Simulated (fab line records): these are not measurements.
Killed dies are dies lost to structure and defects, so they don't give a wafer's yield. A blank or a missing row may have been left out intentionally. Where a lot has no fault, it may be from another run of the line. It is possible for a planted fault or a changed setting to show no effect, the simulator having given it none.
fab line records    flow n5_finfet
[record] lots = 6  wafers = 18  last_day = 17
route steps=1938 shown BEOL_M2@906 BEOL_M4@1111 PASSIVATION@1936
lots that met no fault: from a run of the same line without faults
start_h: the number of hours between the record's first day and the start of the first shown wafer of the lot    wait_h: hours from the lot's prior step to this one    " as in the row above    L1.1+2: several wafers, shown together as one row    - no value, or no start was given    * or withheld: withheld    < > ~ a bound
route shown NAME@n: names a module that has steps shown in the file, with the first one's number in the route    usual: mean/standard deviation taken from wafers without a fault    same: alike in all rows    chamber/n: place in a boat    sites: each site's reading    _std_site: the standard deviation of these    _edge_site: the outer-site mean with the inner-site mean subtracted    radius_mm: for every site, how far away it sits from the centre of the wafer    mask NAME#n: copy n    behind: tool/chamber where the wafer was last shaped    hold: cause of the lot's hold/its duration in hours/its outcome    device: whichever transistor did not switch (one of n, p or np)    end of line: the tests these same wafers got at the end of their route    a step given without rows: its recipe and nothing more    killed: the dies lost at the first sort to structure and to defects; this is not the yield of the wafer    map: the dies of a wafer, with x for killed, . for not killed, _ for no die there
set.NAME: the setting that was run; set.NAME@STEP: the one run at that earlier step    model.NAME: the simulator's own value behind a step, which no gauge read
certain route steps with their lots: each step a table, each wafer a row
[[steps]]
[step N5_BEOL_M2_SPUTTER_79]
[recipe] material = Cu  target_thk_a = 45  temp_c = -20  chamber_pressure_pa = 0.07  power_w = withheld  time_s = 8.29
[step N5_BEOL_M2_ANNEAL_80]
[recipe] temp_c = 400  time_s = 240  ambient = vacuum
[usual] heater_power_w = 820/74
lot.wafer  tool            chamber  start_h  wait_h  heater_power_w
L519.2     pvd_sputter-02  -        152.66   0.0     799
L519.5     "               -        "        "       787
L519.6     "               -        "        "       855
L520.1     pvd_sputter-01  -        154.04   0.0     826
L520.3     "               -        "        "       909
L520.6     "               -        "        "       898
L526.2     pvd_sputter-01  -        196.25   0.0     826
L526.3     "               -        "        "       693
L526.4     "               -        "        "       902
L537.3     pvd_sputter-03  -        254.38   0.0     755
L537.4     "               -        "        "       870
L537.5     "               -        "        "       904
L538.2     pvd_sputter-02  -        266.65   0.0     813
L538.3     "               -        "        "       837
L538.6     "               -        "        "       839
L539.3     pvd_sputter-02  -        270.77   0.0     827
L539.4     "               -        "        "       814
L539.5     "               -        "        "       815
[step N5_BEOL_M2_SPUTTER_81]
[recipe] material = Cu  target_thk_a = 45  temp_c = -20  chamber_pressure_pa = 0.07  power_w = withheld  time_s = 8.29
[step N5_BEOL_M2_ANNEAL_82]
[recipe] temp_c = 400  time_s = 240  ambient = vacuum
[step N5_BEOL_M2_SPUTTER_86]
[recipe] material = Cu  target_thk_a = 45  temp_c = -20  chamber_pressure_pa = 0.07  power_w = withheld  time_s = 8.29
[step N5_BEOL_M2_ANNEAL_87]
[recipe] temp_c = 400  time_s = 240  ambient = vacuum
[step N5_BEOL_M2_SPUTTER_88]
[recipe] material = Cu  target_thk_a = 45  temp_c = -20  chamber_pressure_pa = 0.07  power_w = withheld  time_s = 8.29
[step N5_BEOL_M2_ANNEAL_89]
[recipe] temp_c = 400  time_s = 240  ambient = vacuum
[usual] heater_power_w = 820/73
lot.wafer  tool            chamber  start_h  wait_h  heater_power_w
L519.2     pvd_sputter-02  -        153.32   0.0     814
L519.5     "               -        "        "       793
L519.6     "               -        "        "       842
L520.1     pvd_sputter-01  -        154.70   0.0     857
L520.3     "               -        "        "       908
L520.6     "               -        "        "       895
L526.2     pvd_sputter-01  -        196.91   0.0     839
L526.3     "               -        "        "       722
L526.4     "               -        "        "       885
L537.3     pvd_sputter-03  -        255.04   0.0     745
L537.4     "               -        "        "       871
L537.5     "               -        "        "       856
L538.2     pvd_sputter-02  -        267.31   0.0     803
L538.3     "               -        "        "       816
L538.6     "               -        "        "       834
L539.3     pvd_sputter-02  -        271.43   0.0     818
L539.4     "               -        "        "       848
L539.5     "               -        "        "       782
[step N5_BEOL_M2_SPUTTER_90]
[recipe] material = Cu  target_thk_a = 45  temp_c = -20  chamber_pressure_pa = 0.07  power_w = withheld  time_s = 8.29
[usual] chamber_pressure_pa = 0.06996/0.00016  chuck_gas_flow_sccm = 1.25/0.061  throttle_valve_pct = 29.5/1.2
lot.wafer  tool            chamber  start_h  wait_h  chamber_pressure_pa  chuck_gas_flow_sccm  throttle_valve_pct
L519.2     pvd_sputter-02  -        153.46   0.1     0.0699               1.23                 29.9
L519.5     "               -        "        "       0.07012              1.27                 29.5
L519.6     "               -        "        "       0.07002              1.30                 30.2
L520.1     pvd_sputter-01  -        154.84   0.1     0.06965              1.38                 28.1
L520.3     "               -        "        "       0.06995              1.30                 30.0
L520.6     "               -        "        "       0.06993              1.27                 30.4
L526.2     pvd_sputter-01  -        197.05   0.1     0.06996              1.34                 27.9
L526.3     "               -        "        "       0.06968              1.29                 29.5
L526.4     "               -        "        "       0.06995              1.23                 30.5
L537.3     pvd_sputter-03  -        255.18   0.1     0.07007              1.38                 31.0
L537.4     "               -        "        "       0.07001              1.16                 31.7
L537.5     "               -        "        "       0.06986              1.25                 31.7
L538.2     pvd_sputter-02  -        267.45   0.1     0.07012              1.29                 29.7
L538.3     "               -        "        "       0.06966              1.19                 30.5
L538.6     "               -        "        "       0.06981              1.34                 30.1
L539.3     pvd_sputter-02  -        271.57   0.1     0.06973              1.21                 29.5
L539.4     "               -        "        "       0.07001              1.28                 29.9
L539.5     "               -        "        "       0.06978              1.30                 29.5
[step N5_BEOL_M2_ANNEAL_91]
[recipe] temp_c = 400  time_s = 240  ambient = vacuum
[step N5_BEOL_M2_SPUTTER_92]
[recipe] material = Cu  target_thk_a = 45  temp_c = -20  chamber_pressure_pa = 0.07  power_w = withheld  time_s = 8.29
[usual] chamber_pressure_pa = 0.06999/0.00015  chuck_gas_flow_sccm = 1.26/0.05  throttle_valve_pct = 29.5/1.2
lot.wafer  tool            chamber  start_h  wait_h  chamber_pressure_pa  chuck_gas_flow_sccm  throttle_valve_pct
L519.2     pvd_sputter-02  -        153.68   0.1     0.07001              1.19                 29.8
L519.5     "               -        "        "       0.0701               1.32                 29.5
L519.6     "               -        "        "       0.07006              1.25                 30.3
L520.1     pvd_sputter-01  -        155.06   0.1     0.07001              1.20                 28.0
L520.3     "               -        "        "       0.07005              1.18                 30.1
L520.6     "               -        "        "       0.07006              1.30                 30.2
L526.2     pvd_sputter-01  -        197.27   0.1     0.07001              1.28                 28.0
L526.3     "               -        "        "       0.06988              1.32                 29.0
L526.4     "               -        "        "       0.07027              1.18                 30.2
L537.3     pvd_sputter-03  -        255.40   0.1     0.07015              1.19                 31.2
L537.4     "               -        "        "       0.06997              1.24                 31.6
L537.5     "               -        "        "       0.06992              1.31                 31.8
L538.2     pvd_sputter-02  -        267.67   0.1     0.07014              1.25                 29.9
L538.3     "               -        "        "       0.06974              1.22                 30.0
L538.6     "               -        "        "       0.06981              1.25                 30.0
L539.3     pvd_sputter-02  -        271.79   0.1     0.06979              1.27                 29.4
L539.4     "               -        "        "       0.06964              1.08                 30.2
L539.5     "               -        "        "       0.07005              1.19                 29.4
[step N5_BEOL_M2_ANNEAL_93]
[recipe] temp_c = 400  time_s = 240  ambient = vacuum
[usual] heater_power_w = 820/73
lot.wafer  tool            chamber  start_h  wait_h  heater_power_w
L519.2     pvd_sputter-02  -        153.76   0.0     813
L519.5     "               -        "        "       788
L519.6     "               -        "        "       841
L520.1     pvd_sputter-01  -        155.14   0.0     864
L520.3     "               -        "        "       880
L520.6     "               -        "        "       904
L526.2     pvd_sputter-01  -        197.35   0.0     843
L526.3     "               -        "        "       707
L526.4     "               -        "        "       907
L537.3     pvd_sputter-03  -        255.48   0.0     752
L537.4     "               -        "        "       871
L537.5     "               -        "        "       902
L538.2     pvd_sputter-02  -        267.75   0.0     799
L538.3     "               -        "        "       857
L538.6     "               -        "        "       840
L539.3     pvd_sputter-02  -        271.87   0.0     803
L539.4     "               -        "        "       845
L539.5     "               -        "        "       788
[step N5_BEOL_M2_SPUTTER_94]
[recipe] material = Cu  target_thk_a = 45  temp_c = -20  chamber_pressure_pa = 0.07  power_w = withheld  time_s = 8.29
[usual] chamber_pressure_pa = 0.06998/0.00013  chuck_gas_flow_sccm = 1.25/0.053  throttle_valve_pct = 29.5/1.2
lot.wafer  tool            chamber  start_h  wait_h  chamber_pressure_pa  chuck_gas_flow_sccm  throttle_valve_pct
L519.2     pvd_sputter-02  -        153.90   0.1     -                    -                    -
L519.5     "               -        "        "       -                    -                    -
L519.6     "               -        "        "       -                    -                    -
L520.1     pvd_sputter-01  -        155.28   0.1     -                    -                    -
L520.3     "               -        "        "       -                    -                    -
L520.6     "               -        "        "       -                    -                    -
L526.2     pvd_sputter-01  -        197.49   0.1     0.06986              1.28                 28.3
L526.3     "               -        "        "       0.06984              1.31                 29.2
L526.4     "               -        "        "       0.06995              1.29                 30.0
L537.3     pvd_sputter-03  -        255.62   0.1     0.07012              1.29                 31.1
L537.4     "               -        "        "       0.07003              1.26                 31.8
L537.5     "               -        "        "       0.07015              1.22                 31.9
L538.2     pvd_sputter-02  -        267.89   0.1     0.06986              1.17                 30.1
L538.3     "               -        "        "       0.06993              1.31                 30.0
L538.6     "               -        "        "       0.06982              1.27                 30.2
L539.3     pvd_sputter-02  -        272.01   0.1     0.07001              1.22                 29.6
L539.4     "               -        "        "       0.07001              1.15                 30.0
L539.5     "               -        "        "       0.06986              1.23                 29.5
[step N5_BEOL_M2_ANNEAL_95]
[recipe] temp_c = 400  time_s = 240  ambient = vacuum
[step N5_BEOL_M4_RC_MEAS_101]
[usual] DIBL_N = 36.1/1.5  DIBL_P = 36.1/1.9  IOFF_N = 0.159/0.029  IOFF_P = 0.21/0.038  ION_N = 675/11  ION_P = 464/8.1  SS_N = 71.5/0.57  SS_P = 73.3/0.64  VT_N = 249/3.1  VT_P = -250/3.8
lot.wafer  tool       chamber  start_h  wait_h  DIBL_N[mV/V]  DIBL_P[mV/V]  IOFF_N[nA/um]  IOFF_P[nA/um]  ION_N[uA/um]  ION_P[uA/um]  SS_N[mV/dec]  SS_P[mV/dec]  VT_N[mV]  VT_P[mV]
L519.2     prober-02  0        176.86   0.2     36.9          38.1          0.187          0.27           691           478           71.6          74.2          245       -242
L519.5     "          0        "        "       36.5          38.2          0.179          0.27           692           479           72.5          73.7          248       -245
L519.6     "          0        "        "       35.3          35.5          0.145          0.21           675           465           72.1          73.7          250       -249
L520.1     prober-01  0        177.38   0.0     39.6          37.8          0.197          0.25           674           466           72.4          73.6          247       -246
L520.3     "          0        "        "       38.7          38.8          0.193          0.27           679           469           71.7          73.3          247       -245
L520.6     "          0        "        "       35.5          33.8          0.126          0.18           653           450           71.8          72.7          254       -250
L526.2     prober-02  0        221.04   0.2     36.2          35.2          0.136          0.21           667           465           71.3          73.1          251       -249
L526.3     "          0        "        "       38.5          38.5          0.194          0.27           688           475           72.3          74.2          245       -245
L526.4     "          0        "        "       38.9          38.6          0.195          0.27           682           472           71.8          74.2          244       -243
L537.3     prober-01  0        281.61   0.3     36.0          36.2          0.162          0.25           686           475           71.7          72.9          249       -242
L537.4     "          0        "        "       34.5          34.2          0.131          0.21           674           467           71.0          71.9          248       -245
L537.5     "          0        "        "       35.5          35.1          0.150          0.23           684           477           72.2          73.2          251       -246
L538.2     prober-02  0        300.79   0.2     36.5          37.5          0.160          0.21           679           460           71.0          74.1          250       -253
L538.3     "          0        "        "       36.1          37.1          0.158          0.20           669           453           71.5          73.8          250       -253
L538.6     "          0        "        "       34.9          36.2          0.147          0.19           671           456           71.0          73.5          249       -254
L539.3     prober-02  0        306.34   0.3     36.7          36.3          0.176          0.27           684           475           70.9          73.5          246       -244
L539.4     "          0        "        "       35.1          35.1          0.153          0.27           675           482           70.9          73.0          249       -242
L539.5     "          0        "        "       37.2          36.5          0.166          0.28           673           471           72.3          73.6          251       -243
[step N5_PASSIVATION_PROBE_49]
[usual] defect_limited_yield = 91.5/1.6  killed_at_M0_to_M3 = 33/10  killed_at_M4_up = 13/5.6  killed_at_contacts = 13/6  killed_at_front_end = 39/12  killed_at_other = 3.0/2.8  killed_dies = 101/19  killed_open = 65/13  killed_short = 32/8.3  sort_bin_5_function = 5.0/1  sort_bin_6_memory = 3.1/0.69  sort_n_pass = 1079/19  sort_yield_pct = 91.5/1.6
[same] gross_dies = 1180  killed_at_back_side = 0  sort_bin_4_leakage[%] = 0  sort_bin_8_speed[%] = 0
lot.wafer  tool       chamber  start_h  wait_h  defect_limited_yield[%]  killed_at_M0_to_M3  killed_at_M4_up  killed_at_contacts  killed_at_front_end  killed_at_other  killed_dies  killed_open  killed_short  sort_bin_5_function[%]  sort_bin_6_memory[%]  sort_n_pass  sort_yield_pct[%]
L519.2     prober-02  -        278.44   0.1     90.9                     54                  14               7                   28                   4                107          59           33            5.5                     3.4                   1073         90.9
L519.5     prober-02  -        278.59   0.2     89.7                     57                  21               15                  27                   2                122          77           36            5.4                     4.3                   1058         89.7
L519.6     prober-02  -        278.64   0.3     91.3                     36                  20               8                   38                   1                103          67           29            5.0                     3.2                   1077         91.3
// killed by level:class
L519.2 BEOL_M2:geometric_particle:open=13 BEOL_M2:interface_void_opened=13 BEOL_M0_SAQP:geometric_particle:open=12 GATE_CUT:geometric_particle:short=8 BEOL_M0_SAQP:geometric_particle:short=7 MOL_CONTACT_COAG:geometric_particle:open=6 BEOL_M4:geometric_particle:open=6 BEOL_M3:geometric_particle:open=5
L519.5 BEOL_M0_SAQP:geometric_particle:short=14 MOL_CONTACT_COAG:geometric_particle:open=13 BEOL_M0_SAQP:geometric_particle:open=11 BEOL_M2:interface_void_opened=7 BEOL_M0:geometric_particle:open=6 BEOL_M1:geometric_particle:open=6 BEOL_M4:geometric_particle:open=5 DUMMY_GATE:geometric_particle:open=4
L519.6 BEOL_M2:geometric_particle:open=14 STI_FIN_REVEAL:geometric_particle:open=8 BEOL_M4:geometric_particle:open=8 BEOL_M0_SAQP:geometric_particle:open=6 MOL_CONTACT_COAG:geometric_particle:open=5 FIN_SAQP:geometric_particle:open=4 GATE_CUT:geometric_particle:short=4 BEOL_M2:geometric_particle:short=4
[[key]]
[first_sign] step = N5_BEOL_M2_SPUTTER_94  reading = tool_record  direction = missing
effect none on later readings
met_at N5_BEOL_M2_SPUTTER_94
struck_wafers L519.2,L519.5,L519.6,L520.1,L520.3,L520.6
rows_end L520.1,L520.3,L520.6
[fault] kind = skipped_step_whole  tool = pvd_sputter-01,pvd_sputter-02  chamber = -  onset_h = 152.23  steps = N5_BEOL_M2_SPUTTER_94  scope = struck_lots_only
// rows_end: these wafers met a further fault down the route, and their rows from its step on are left out
